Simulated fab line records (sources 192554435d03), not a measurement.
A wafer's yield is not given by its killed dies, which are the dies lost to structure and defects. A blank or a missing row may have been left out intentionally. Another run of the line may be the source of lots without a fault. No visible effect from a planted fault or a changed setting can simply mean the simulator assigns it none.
Lot-split experiment | flow n5 finfet | 21 wafers read across 7 lots, on a route 1938 steps long

ABOUT THE SPLIT
At N5_BEOL_M2_COAT_62 (time 60 s, resist thk 12 nm), the setting spin rpm was moved away from the recipe's 1500 rpm on 9 of the 21 wafers read, by -10.9% to +9.3%. This setting was run at the recipe's value on the other wafers.

The reading comes from the split's own step.

THE READING
SiARC_of_BEOL_M2_COAT_62.thk nm (the simulator's own value, which no gauge read), in nm, at N5_BEOL_M2_COAT_62 (time 60 s, resist thk 12 nm). No usual value for it is given in the file.

wafer  | tool, chamber at the split | spin rpm as run, rpm | against the recipe | SiARC_of_BEOL_M2_COAT_62.thk nm, nm | against lot-mates on the recipe
L074.1 | litho track-05, 0          | 1337                 | -10.9%             | 12.6                                | +0.6
L074.2 | litho track-05, 0          | 1337                 | -10.9%             | 12.6                                | +0.6
L074.4 | litho track-05, 0          | 1500                 | recipe             | 12                                  | -
L075.4 | litho track-03, 0          | 1500                 | recipe             | 12                                  | -
L075.5 | litho track-03, 0          | 1500                 | recipe             | 12                                  | -
L075.6 | litho track-03, 0          | 1500                 | recipe             | 12                                  | -
L078.1 | litho track-03, 0          | 1408                 | -6.1%              | 12.4                                | +0.4
L078.6 | litho track-03, 0          | 1408                 | -6.1%              | 12.4                                | +0.4
L078.3 | litho track-03, 0          | 1500                 | recipe             | 12                                  | -
L081.3 | litho track-02, 0          | 1500                 | recipe             | 12                                  | -
L081.4 | litho track-02, 0          | 1500                 | recipe             | 12                                  | -
L081.5 | litho track-02, 0          | 1639                 | +9.3%              | 11.4                                | -0.6
L089.2 | litho track-02, 0          | 1500                 | recipe             | 12                                  | -
L089.5 | litho track-02, 0          | 1360                 | -9.3%              | 12.4                                | +0.4
L089.6 | litho track-02, 0          | 1360                 | -9.3%              | 12.6                                | +0.6
L090.1 | litho track-03, 0          | 1500                 | recipe             | 12                                  | -
L090.2 | litho track-03, 0          | 1500                 | recipe             | 12                                  | -
L090.4 | litho track-03, 0          | 1500                 | recipe             | 12                                  | -
L091.1 | litho track-02, 0          | 1500                 | recipe             | 12                                  | -
L091.3 | litho track-02, 0          | 1337                 | -10.9%             | 12.8                                | +0.8
L091.5 | litho track-02, 0          | 1337                 | -10.9%             | 12.8                                | +0.8

FIT RESULTS
A straight line over all 21 wafers: SiARC_of_BEOL_M2_COAT_62.thk nm changes by -0.0624 nm for each +1% of spin rpm; r = -0.98; the points scatter about the line by 0.063 nm.
The same after taking each lot's own level away (the mean of its wafers on the recipe; 21 wafers): -0.0624 nm for each +1%; r = -0.98; scatter 0.063 nm.
On that fit, the largest move of spin rpm shifts the reading by 0.68 nm.
The lots' own levels span 12.00 to 12.00 nm.
Consequently the slope shifts little with the lot-to-lot level, the two slopes agreeing.
Check: +0.688 nm against its lot-mates is what the line predicts for one of the wafers moved furthest among these (-10.9%) when that wafer is left out of the fit. It came out at +0.6 nm against them.

OTHER SPLITS ON THESE WAFERS
Before the reading, these wafers also passed through other splits. Each is held against what the fit with the lots' levels taken away leaves over:
other split on the same wafers          | wafers away from the commonest value | r with SiARC_of_BEOL_M2_COAT_62.thk nm (lot level and that fit taken away)
N5_BEOL_M0_SAQP_PECVD_04 time s         | 9                                    | +0.42
N5_BEOL_M0_SAQP_COAT_82 spin rpm        | 7                                    | +0.14
N5_BEOL_M0_SAQP_SPACER1_ALD_98 temp c   | 7                                    | -0.05
N5_BEOL_M0_SAQP_ETCH_106 target depth a | 6                                    | +0.45
N5_BEOL_M1_HM_DEP_02 target thk a       | 4                                    | -0.39
N5_BEOL_M1_VIA_ETCH_34 bias w           | 6                                    | -0.54
N5_BEOL_M1_TRENCH_ETCH_37 source w      | 8                                    | +0.34

THE FILE'S OWN FIT
SiARC_of_BEOL_M2_COAT_62.thk nm changes by -0.0624 nm for each +1% of spin rpm, r = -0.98.
